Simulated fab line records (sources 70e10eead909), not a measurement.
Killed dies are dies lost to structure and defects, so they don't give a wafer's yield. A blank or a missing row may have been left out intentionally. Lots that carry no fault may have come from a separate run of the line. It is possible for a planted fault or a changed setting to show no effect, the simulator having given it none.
Chamber matching | flow nand harc | ald hk-01 running NHARC_A_STAIRCASE_ALD_420: 4 sister chambers
The step deposits SiO2, target thk 20 nm, pulse time 6 s, ald cycles 200. 8 wafers are shown with their chamber, then 12 later ones without.

== EACH WAFER AND ITS CHAMBER ==
wafer  | chamber | heater power w (W) | precursor pulse height rel
L086.4 | 2       | 463                | 0.997
L087.2 | 2       | 458                | 1.015
L087.3 | 3       | 514                | 1.005
L089.4 | 3       | 508                | 0.956
L089.6 | 1       | 512                | 0.994
L091.1 | 1       | 525                | 1.013
L091.4 | 0       | 397                | 1.012
L091.5 | 0       | 401                | 0.986

== WAFERS MISSING THEIR CHAMBER ==
wafer  | heater power w (W) | precursor pulse height rel
L092.2 | 471                | 1.003
L092.3 | 400                | 1.008
L092.4 | 518                | 0.995
L093.2 | 529                | 0.991
L093.4 | 475                | 0.958
L093.6 | 458                | 1.000
L095.1 | 506                | 0.979
L095.4 | 399                | 1.002
L095.6 | 472                | 0.957
L097.2 | 459                | 1.002
L097.4 | 392                | 0.965
L097.6 | 485                | 1.023

== WHICH CHAMBER EACH ONE RAN IN ==
wafer  | from the rows above          | in truth
L092.2 | 2                            | 2
L092.3 | 0                            | 0
L092.4 | can't be placed: 1 or 3      | 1
L093.2 | can't be placed: 1 or 3      | 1
L093.4 | 2                            | 2
L093.6 | 2                            | 2
L095.1 | can't be placed: 3 or 1      | 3
L095.4 | 0                            | 0
L095.6 | 2                            | 2
L097.2 | 2                            | 2
L097.4 | 0                            | 0
L097.6 | can't be placed: 2 or 3 or 1 | 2
Placed correctly: 8 of 12. From these rows, 4 cannot be placed; in 4 the true chamber is one of the candidates. Placed wrongly: 0.
How it was worked out, from the rows above alone: a wafer's distance from a chamber is the root of the sum, over the readings, of the square of ((its reading less the chamber's mean) divided by the reading's scatter). The wafer belongs to the nearest chamber; if the next one is less than 2 further off, it can't be placed. Each chamber's mean is taken over the wafers shown for it. How the scatter is found: for the shown wafers, subtract from each reading the mean of its chamber, square and add these, divide the total by (wafers less chambers), then take the root.
